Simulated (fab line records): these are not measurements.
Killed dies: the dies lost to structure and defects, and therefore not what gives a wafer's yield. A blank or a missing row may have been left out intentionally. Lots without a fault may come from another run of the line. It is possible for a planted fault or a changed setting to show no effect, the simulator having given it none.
fab line records ; flow nandHarc
record: lots: 12; wafers: 36; lastDay: 34
route steps=1302 shown A_CONTACT@1048 END@1302
lots with no fault: from the same line, run without faults
startH: hours from the record's opening day to when the first of the lot's shown wafers began ; waitH: hours from the lot's prior step to this one ; " repeats the value in the row above ; L1.1+2: several wafers, shown together as one row ; - either no value or no given start ; * or withheld: withheld ; < > ~ a bound
route shown NAME@n: a module of which the file shows steps, and the number in the route of the first ; usual: mean/standard deviation taken from wafers without a fault ; same: alike in all rows ; chamber/n: place in a boat ; sites: each site's reading ; _std_site: how widely they spread, as a standard deviation ; _edge_site: mean of outer sites minus mean of inner sites ; radiusMm: how far each site lies from the wafer's centre ; mask NAME#n: copy n ; behind: the tool/chamber that last shaped the wafer ; hold: reason for holding the lot/hours on hold/outcome of the hold ; device: whichever transistor did not switch (one of n, p or np) ; end of line: at the end of the route, the tests of the same wafers ; a step given without rows: its recipe and nothing more ; killed: count of dies lost to structure and defects at first sort (not the wafer's yield) ; map: dies across one wafer; x = killed, . = not, _ = none there
set.NAME: the setting that was run; set.NAME@STEP: the one run at that earlier step ; model.NAME: the simulator's own value behind a step, which no gauge read
one table for each step of the route and one row for each wafer, over a sample of lots
services: the hour from which a tool's chamber was out of use, counted from the record's first day as startH (under 0 if before that day), plus the number of hours and why
== steps ==
step: NHARC_A_CONTACT_ETCH_125
recipe: sourceW: withheld; pressureMtorr: 20; biasV: 3000; timeS: 197; targetDepthA: 19180; arFlowSccm: withheld; c4f8FlowSccm: withheld; o2FlowSccm: withheld; chemistry: C4F8/O2/Ar
usual: chamberPressureMTorr: 19.999/0.018; runLengthS: 197/0
lot.wafer;tool;chamber;startH;waitH;chamberPressureMTorr;rfHoursCounterH;runLengthS
L319.2;harCapEtch-03;0;507.29;0.2;19.972;40;197
L319.1;harCapEtch-03;1;507.29;0.2;20.015;40;197
L319.6;harCapEtch-03;0;507.29;0.2;20.011;-;197
L321.2;harCapEtch-03;1;519.44;0.2;20.010;47;197
L321.1;harCapEtch-03;0;519.44;0.2;19.970;47;197
L321.3;harCapEtch-03;1;519.44;0.2;20.023;-;197
L320.3;harCapEtch-02;1;520.97;0.2;20.005;-;197
L320.4;harCapEtch-02;0;520.97;0.2;20.002;-;197
L320.5;harCapEtch-02;0;520.97;0.2;20.004;-;197
L322.1;harCapEtch-01;0;525.44;0.2;19.962;1;197
L322.2;harCapEtch-01;1;525.44;0.2;19.999;1;197
L322.6;harCapEtch-01;0;525.44;0.2;20.000;-;197
L318.3;harCapEtch-03;0;525.99;0.2;19.978;-;197
L318.4;harCapEtch-03;1;525.99;0.2;19.997;-;197
L318.5;harCapEtch-03;1;525.99;0.2;20.008;-;197
L325.1;harCapEtch-01;1;549.96;0.2;19.985;7;197
L325.2;harCapEtch-01;0;549.96;0.2;20.035;7;197
L325.4;harCapEtch-01;1;549.96;0.2;19.980;-;197
L323.2;harCapEtch-03;0;551.15;0.2;20.007;54;197
L323.3;harCapEtch-03;0;551.15;0.2;19.982;-;197
L323.5;harCapEtch-03;1;551.15;0.2;20.033;-;197
L326.1;harCapEtch-01;1;586.29;0.2;19.997;12;197
L326.3;harCapEtch-01;0;586.29;0.2;20.009;-;197
L326.5;harCapEtch-01;1;586.29;0.2;20.004;-;197
L333.2;harCapEtch-02;0;656.92;0.2;19.976;109;197
L333.1;harCapEtch-02;1;656.92;0.2;19.985;109;197
L333.3;harCapEtch-02;1;656.92;0.2;20.003;-;197
L339.1;harCapEtch-02;1;720.08;0.2;19.993;119;197
L339.3;harCapEtch-02;0;720.08;0.2;19.997;-;197
L339.5;harCapEtch-02;1;720.08;0.2;20.001;-;197
L338.1;harCapEtch-01;0;728.54;0.2;20.003;37;197
L338.4;harCapEtch-01;0;728.54;0.2;20.027;-;197
L338.3;harCapEtch-01;1;728.54;0.2;20.049;-;197
L341.4;harCapEtch-03;1;740.62;0.2;19.970;-;197
L341.3;harCapEtch-03;0;740.62;0.2;20.044;-;197
L341.6;harCapEtch-03;0;740.62;0.2;20.000;-;197
step: NHARC_A_CONTACT_ETCH_131
recipe: sourceW: withheld; pressureMtorr: 20; biasV: 3000; timeS: 197; targetDepthA: 19180; arFlowSccm: withheld; c4f8FlowSccm: withheld; o2FlowSccm: withheld; chemistry: C4F8/O2/Ar
usual: chamberPressureMTorr: 20.002/0.019; runLengthS: 197/0
lot.wafer;tool;chamber;startH;waitH;chamberPressureMTorr;rfHoursCounterH;runLengthS
L319.2;harCapEtch-03;0;508.41;0.2;20.020;41;197
L319.1;harCapEtch-03;1;508.41;0.2;20.026;41;197
L319.6;harCapEtch-03;0;508.41;0.2;19.991;-;197
L321.2;harCapEtch-03;1;520.51;0.1;20.021;48;197
L321.1;harCapEtch-03;0;520.51;0.1;19.979;48;197
L321.3;harCapEtch-03;1;520.51;0.1;19.963;-;197
L320.3;harCapEtch-02;1;522.04;0.1;19.972;-;197
L320.4;harCapEtch-02;0;522.04;0.1;19.995;-;197
L320.5;harCapEtch-02;0;522.04;0.1;20.028;-;197
L322.1;harCapEtch-01;0;526.49;0.1;20.037;2;197
L322.2;harCapEtch-01;1;526.49;0.1;20.005;2;197
L322.6;harCapEtch-01;0;526.49;0.1;20.030;-;197
L318.3;harCapEtch-03;0;527.05;0.1;20.000;-;197
L318.4;harCapEtch-03;1;527.05;0.1;20.018;-;197
L318.5;harCapEtch-03;1;527.05;0.1;19.982;-;197
L325.1;harCapEtch-01;1;551.02;0.1;20.016;8;197
L325.2;harCapEtch-01;0;551.02;0.1;19.987;8;197
L325.4;harCapEtch-01;1;551.02;0.1;20.018;-;197
L323.2;harCapEtch-03;0;552.21;0.1;19.991;55;197
L323.3;harCapEtch-03;0;552.21;0.1;19.996;-;197
L323.5;harCapEtch-03;1;552.21;0.1;19.999;-;197
L326.1;harCapEtch-01;1;587.35;0.1;20.014;13;197
L326.3;harCapEtch-01;0;587.35;0.1;20.021;-;197
L326.5;harCapEtch-01;1;587.35;0.1;20.046;-;197
L333.2;harCapEtch-02;0;657.99;0.1;20.003;110;197
L333.1;harCapEtch-02;1;657.99;0.1;20.002;110;197
L333.3;harCapEtch-02;1;657.99;0.1;19.998;-;197
L339.1;harCapEtch-02;1;721.14;0.1;20.001;120;197
L339.3;harCapEtch-02;0;721.14;0.1;20.044;-;197
L339.5;harCapEtch-02;1;721.14;0.1;19.954;-;197
L338.1;harCapEtch-01;0;729.60;0.1;19.995;38;197
L338.4;harCapEtch-01;0;729.60;0.1;20.004;-;197
L338.3;harCapEtch-01;1;729.60;0.1;19.995;-;197
L341.4;harCapEtch-03;1;741.68;0.1;20.000;-;197
L341.3;harCapEtch-03;0;741.68;0.1;20.015;-;197
L341.6;harCapEtch-03;0;741.68;0.1;20.017;-;197
step: NHARC_A_CONTACT_ETCH_106
recipe: targetDepthA: 900; overetchA: 90; timeS: 49.5; ionEnergyEv: 100; cf4FlowSccm: 80; o2FlowSccm: 20; arFlowSccm: 0; rfW: 300; biasW: 100; chemistry: CF4/O2
usual: chamberPressureMTorr: 30.00/0.04; drypumpMotorCurrentA: 5.78/0.25; oesProductAu: 1.002/0.0092; rfFwdPowerW: 296.2/1.1; rfVppV: 198.0/1.7; runLengthS: 70.8/0.51; showerheadPlenumPTorr: 1.34/0.07; throttleValvePct: 13.397/0.0094
lot.wafer;tool;chamber;startH;waitH;chamberPressureMTorr;drypumpMotorCurrentA;oesProductAu;rfFwdPowerW;rfHoursCounterH;rfVppV;runLengthS;showerheadPlenumPTorr;throttleValvePct
L319.1;rieDiel-04;3;510.31;0.1;30.04;5.70;1.005;294.8;25;201.9;70.3;1.42;13.390
L319.2;rieDiel-04;0;510.31;0.1;30.02;5.82;0.991;297.4;23;195.1;71.5;1.24;13.392
L319.6;rieDiel-04;1;510.31;0.1;30.00;5.47;0.999;295.5;-;197.0;70.6;1.29;13.393
L321.1;rieDiel-04;3;522.17;0.1;30.00;5.72;1.001;297.0;28;200.8;70.5;1.41;13.387
L321.2;rieDiel-04;0;522.17;0.1;30.08;5.76;0.986;297.0;26;195.0;71.4;1.24;13.395
L321.3;rieDiel-04;1;522.17;0.1;29.99;5.43;0.994;295.8;26;197.1;70.3;1.29;13.389
L320.4;rieDiel-04;2;523.63;0.1;29.98;5.97;0.997;294.5;25;197.5;70.8;1.38;13.374
L320.3;rieDiel-04;0;523.63;0.1;29.93;5.75;0.986;295.8;26;197.3;71.9;1.24;13.409
L320.5;rieDiel-04;2;523.63;0.1;29.98;5.97;1.000;295.9;-;197.2;71.3;1.38;13.378
L322.1;rieDiel-04;2;528.21;0.1;30.00;5.99;0.981;297.8;26;198.9;71.7;1.38;13.398
L322.2;rieDiel-04;0;528.21;0.1;30.03;5.80;0.990;296.7;27;196.2;71.7;1.24;13.412
L322.6;rieDiel-04;2;528.21;0.1;29.96;5.98;0.995;297.3;-;199.3;71.5;1.38;13.409
L318.3;rieDiel-08;3;528.68;0.1;29.99;5.17;1.003;292.4;50;198.4;71.0;1.33;13.399
L318.4;rieDiel-08;1;528.68;0.1;30.00;6.31;1.005;297.8;45;198.0;70.5;1.42;13.398
L318.5;rieDiel-08;3;528.68;0.1;30.01;5.16;1.005;292.7;-;197.4;71.5;1.33;13.398
L325.1;rieDiel-05;0;552.68;0.1;29.95;5.61;1.011;296.4;48;200.7;71.0;1.43;13.389
L325.2;rieDiel-05;1;552.68;0.1;30.01;6.19;0.999;295.4;49;200.6;70.8;1.42;13.408
L325.4;rieDiel-05;2;552.68;0.1;29.95;5.80;1.020;294.3;51;195.1;70.1;1.29;13.396
L323.2;rieDiel-05;3;553.94;0.1;29.96;5.98;1.001;296.6;51;198.6;71.0;1.31;13.407
L323.3;rieDiel-05;1;553.94;0.1;29.96;6.15;0.995;297.7;49;200.6;70.4;1.42;13.411
L323.5;rieDiel-05;2;553.94;0.1;30.01;5.77;1.007;296.6;-;196.6;70.0;1.29;13.386
L326.3;rieDiel-04;1;588.96;0.1;29.98;5.43;1.017;296.0;8;196.1;70.6;1.29;13.400
L326.1;rieDiel-04;3;588.96;0.1;30.01;5.70;0.995;296.5;8;199.3;71.2;1.41;13.402
L326.5;rieDiel-04;1;588.96;0.1;29.97;5.43;1.016;296.9;-;197.3;70.3;1.29;13.410
L333.1;rieDiel-04;3;659.64;0.1;29.99;5.71;0.996;294.8;22;198.9;70.2;1.41;13.397
L333.3;rieDiel-04;0;659.64;0.1;30.01;5.79;0.997;-;22;195.1;65.0;1.23;13.389
L333.2;rieDiel-04;1;659.64;0.1;29.96;5.45;1.002;295.9;21;198.2;70.7;1.29;13.417
L339.1;rieDiel-05;1;722.77;0.1;29.97;6.18;1.004;295.7;24;199.1;70.5;1.41;13.395
L339.3;rieDiel-05;3;722.77;0.1;29.95;6.00;1.018;295.6;33;197.2;70.5;1.30;13.404
L339.5;rieDiel-05;0;722.77;0.1;29.98;5.63;1.002;298.1;-;200.0;70.3;1.43;13.400
L338.4;rieDiel-05;3;731.31;0.1;30.01;5.99;1.030;297.1;35;197.0;70.6;1.30;13.398
L338.3;rieDiel-05;1;731.31;0.1;29.99;6.16;1.001;296.7;26;199.8;71.0;1.41;13.408
L338.1;rieDiel-05;2;731.31;0.1;30.02;5.77;0.998;294.1;32;197.4;70.2;1.28;13.407
L341.3;rieDiel-04;0;743.35;0.1;30.02;5.76;0.983;297.8;7;199.8;71.4;1.44;13.397
L341.4;rieDiel-04;3;743.35;0.1;29.99;5.70;0.989;297.2;-;199.7;70.5;1.41;13.410
L341.6;rieDiel-04;0;743.35;0.1;30.02;5.75;1.005;295.3;-;200.5;71.7;1.44;13.419
step: NHARC_A_CONTACT_DEP_84
recipe: targetThkA: 28000; tempC: 400; material: aC
usual: throttleValvePct: 35.000/0.0083
lot.wafer;tool;chamber;startH;waitH;throttleValvePct
L319.1;aclDep-03;0;513.32;-;34.999
L319.2;aclDep-03;0;513.32;-;35.004
L319.6;aclDep-03;0;514.75;-;34.993
L321.1;aclDep-02;0;522.82;-;35.005
L321.2;aclDep-02;0;522.82;-;34.997
L321.3;aclDep-02;0;522.82;-;35.027
L320.3;aclDep-01;0;529.27;-;35.001
L320.4;aclDep-01;0;529.27;-;34.999
L320.5;aclDep-01;0;529.27;-;35.000
L322.1;aclDep-01;0;530.42;-;34.994
L322.2;aclDep-01;0;530.42;-;35.005
L322.6;aclDep-01;0;531.83;-;35.001
L318.3;aclDep-03;0;531.41;-;34.995
L318.4;aclDep-03;0;531.41;-;35.004
L318.5;aclDep-03;0;531.41;-;35.000
L325.1;aclDep-03;0;554.45;-;34.992
L325.2;aclDep-03;0;554.45;-;34.984
L325.4;aclDep-03;0;554.45;-;35.000
L323.2;aclDep-02;0;556.69;-;35.004
L323.3;aclDep-02;0;556.69;-;34.991
L323.5;aclDep-02;0;556.69;-;35.005
L326.1;aclDep-02;0;590.76;-;34.992
L326.3;aclDep-02;0;590.76;-;35.003
L326.5;aclDep-02;0;590.76;-;35.010
L333.1;aclDep-01;0;660.30;-;34.990
L333.2;aclDep-01;0;660.30;-;34.998
L333.3;aclDep-01;0;660.30;-;35.004
L339.1;aclDep-02;0;727.63;-;35.010
L339.3;aclDep-02;0;727.63;-;35.004
L339.5;aclDep-02;0;727.63;-;34.996
L338.1;aclDep-03;0;732.88;-;34.988
L338.3;aclDep-03;0;732.88;-;35.011
L338.4;aclDep-03;0;732.88;-;34.994
L341.3;aclDep-03;0;747.78;-;34.990
L341.4;aclDep-03;0;747.78;-;34.999
L341.6;aclDep-03;0;747.78;-;34.996
step: NHARC_END_SORT_01
recipe: tempC: 25
usual: killedAtArray: 49/19; killedAtOther: 0.9/1.1; killedAtPeriphery: 4.0/2.7; killedDies: 54/19; killedOpen: 3.3/1.8; killedShort: 2.6/1.6
same: grossDies: 677
lot.wafer;tool;chamber;startH;waitH;killedAtArray;killedAtOther;killedAtPeriphery;killedDies;killedOpen;killedShort
L333.1;prober-02;0;722.56;2.5;26;0;4;30;2;6
L333.2;prober-02;0;723.36;2.8;25;0;1;26;2;3
L333.3;prober-02;0;724.16;3.1;670;1;4;675;5;5
killed by level:class
L333.1 A_CHANNEL_HOLE_D1:chamberFilmFlake=8 A_CONTACT:chamberFilmFlake=7 A_CHANNEL_FILL_D1:geometricParticle:short=2 P_ZERO_WELL:chamberFilmFlake=2 A_STAIRCASE:chamberFilmFlake=2 P_GATE:geometricParticle:open=1 A_ONON_D1:geometricParticle:short=1 A_DECK1_JOINT:geometricParticle:short=1
L333.2 A_CHANNEL_HOLE_D1:chamberFilmFlake=9 A_CONTACT:chamberFilmFlake=4 A_SLIT:chamberFilmFlake=3 A_DECK1_JOINT:chamberFilmFlake=2 A_CHANNEL_HOLE_D2:chamberFilmFlake=2 P_CONTACT:geometricParticle:open=1 A_ONON_D1:geometricParticle:short=1 A_ONON_D2:geometricParticle:short=1
L333.3 A_CONTACT:areaEtch=640 A_CHANNEL_HOLE_D1:chamberFilmFlake=9 A_CONTACT:chamberFilmFlake=5 A_STAIRCASE:chamberFilmFlake=3 A_SLIT:chamberFilmFlake=3 P_CONTACT:geometricParticle:open=2 A_CHANNEL_HOLE_D2:geometricParticle:short=2 P_GATE:geometricParticle:short=1
== services ==
tool;chamber;startH;hours;kind
rieDiel-04;0;486.86;-;clean
harCapEtch-01;-;498.38;17.0;pm
harCapEtch-01;0;498.38;17.0;ventCycle
harCapEtch-01;1;498.38;17.0;ventCycle
harCapEtch-01;0;515.38;-;clean
harCapEtch-01;1;515.38;-;clean
rieDiel-04;-;531.91;9.0;pm
rieDiel-08;-;544.85;9.0;pm
aclDep-01;-;551.13;13.0;pm
aclDep-03;-;573.38;2.1;repair
rieDiel-05;-;583.25;28.3;repair
aclDep-02;-;609.78;13.0;pm
rieDiel-04;-;616.43;2.0;repair
aclDep-03;-;624.82;1.2;repair
rieDiel-05;0;628.17;1.2;repair
rieDiel-08;0;636.49;8.3;repair
rieDiel-04;2;639.55;1.3;repair
aclDep-03;-;662.61;13.0;pm
rieDiel-04;2;682.78;1.9;repair
rieDiel-05;1;683.33;7.7;repair
rieDiel-04;-;708.91;9.0;pm
rieDiel-08;-;722.06;9.0;pm
aclDep-01;-;732.75;13.0;pm
rieDiel-04;1;734.00;10.8;repair
== key ==
firstSign: step: NHARC_A_CONTACT_ETCH_106; reading: runLengthS; direction: down; sigmas: 11; usual: *; struck: *
effect: step: NHARC_END_SORT_01; reading: killedAtArray; direction: up; sigmas: 33; usual: 49; struck: 670
moreKillsBornAt: NHARC_A_CONTACT_ETCH_106@rieDiel-04: 640
metAt NHARC_A_CONTACT_ETCH_106
struckLots L333
struckWafers L333.3
laterRowsLeftOut L333.3
testerLeftOut L333
notActingAt NHARC_A_CONTACT_ETCH_125,NHARC_A_CONTACT_ETCH_131,NHARC_A_CONTACT_DEP_84
onsetBetween 528.21 659.64
fault: kind: processParameterDrift; tool: rieDiel-04; chamber: 0; onsetH: 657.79; steps: NHARC_A_CONTACT_ETCH_106; channel: timeS; offset: *; shape: step; endH: 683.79; actsIn: *; stated: *
testerLeftOut: of these lots the tester's yield and bins aren't shown, on N5 and GAA mostly nor the transistor test; their killed dies are dies lost to structure and defects alone, not to doping, threshold or leakage, so they don't give the yield
laterRowsLeftOut: the simulator's readings of these wafers behind a module that went badly wrong aren't trusted and aren't shown, but for the sort
